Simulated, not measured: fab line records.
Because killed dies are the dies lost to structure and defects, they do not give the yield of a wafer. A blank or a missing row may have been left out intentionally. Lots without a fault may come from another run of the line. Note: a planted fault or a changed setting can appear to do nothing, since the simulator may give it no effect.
One fault seen from 2 desks -- flow n5-finfet -- what lay behind the numbers comes last; until then each desk has only its own

## THE TOOL OWNER'S DESK: arfi-scanner-02
The tool's own readings at N5_BEOL_M10_EXPOSE_25 (exposes mask V9): means of the sampled wafers that have a number, for each lot that ran on this tool. A lot is out of limits, marked OUT, if its mean lies more than 4 standard deviations from the usual mean; the brackets give that distance.
Columns: A = exposure-dose-mJ-cm2 at N5_BEOL_M10_EXPOSE_25, usual 85.46; B = focus-offset-nm at N5_BEOL_M10_EXPOSE_25, usual -0.1 nm; C = reticle-temp-C at N5_BEOL_M10_EXPOSE_25, usual 23.02 C
lot,first seen here,A,B,C
L734,day 10 20:13,85.61,0.1,23.07
L735,day 11 06:28,85.49,-0.4,23.02
L738,day 11 17:41,85.42,0.2,22.93
L742,day 13 03:55,85.39,-0.1,23.01
L745,day 13 08:17,85.48,-0.1,23.01
L747,day 14 16:14,96.49 (+99 or more) OUT,0.5,23.02
L750,day 14 23:08,94.10 (+91) OUT,0.2,23.05
This desk's finding: out of limits on L747, L750; first on L747, day 14 16:14 (exposure-dose-mJ-cm2 at N5_BEOL_M10_EXPOSE_25). In limits: L734, L735, L738, L742, L745.

## METROLOGY DESK
What the gauges read, lot by lot, whatever tool the lot ran on: means of the sampled wafers that have a number. A lot is out of limits, marked OUT, if its mean lies more than 4 standard deviations from the usual mean; the brackets give that distance.
Columns: A = cd-nm at N5_BEOL_M10_CD_MEAS_28, usual 70.0 nm; B = V9_OVL at N5_BEOL_M10_OVL_MEAS_29, usual -0.6 nm
lot,first seen here,A,B
L734,day 10 20:20,70.1,-1.0
L735,day 11 06:34,70.1,-1.1
L738,day 11 17:49,70.3,-1.0
L736,day 11 20:38,70.0,-0.1
L739,day 11 23:17,70.6,-0.8
L742,day 13 04:02,69.8,-1.7
L745,day 13 08:25,69.5,-1.1
L747,day 14 16:22,80.2 (+12) OUT,-1.1
L750,day 14 23:15,79.7 (+11) OUT,-1.2
L752,day 15 08:16,68.9,-0.1
L753,day 15 19:25,70.9,0.5
L754,day 15 21:28,70.1,-0.8
This desk's finding: out of limits on L747, L750; first on L747, day 14 16:22 (cd-nm at N5_BEOL_M10_CD_MEAS_28). In limits: L734, L735, L738, L736, L739, L742, L745, L752, L753, L754.

## PUT TOGETHER
An alarm could have come from the tool owner's desk at day 14 16:14, on L747, L750.
On L747, L750, the metrology desk was in a position to raise an alarm at day 14 16:22.
Every lot named ran N5_BEOL_M10_EXPOSE_25 on arfi-scanner-02.

## WHAT WAS PUT IN BY THE SIMULATOR
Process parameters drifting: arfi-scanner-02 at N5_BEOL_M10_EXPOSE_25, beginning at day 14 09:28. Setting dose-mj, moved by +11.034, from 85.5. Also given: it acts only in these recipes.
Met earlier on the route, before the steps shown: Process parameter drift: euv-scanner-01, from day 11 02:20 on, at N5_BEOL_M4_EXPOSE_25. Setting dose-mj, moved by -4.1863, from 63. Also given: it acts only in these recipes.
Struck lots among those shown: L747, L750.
Delay (hours) between the fault's onset and each desk's first out-of-limits reading: 7 at the tool owner's desk, 7 at the metrology desk.
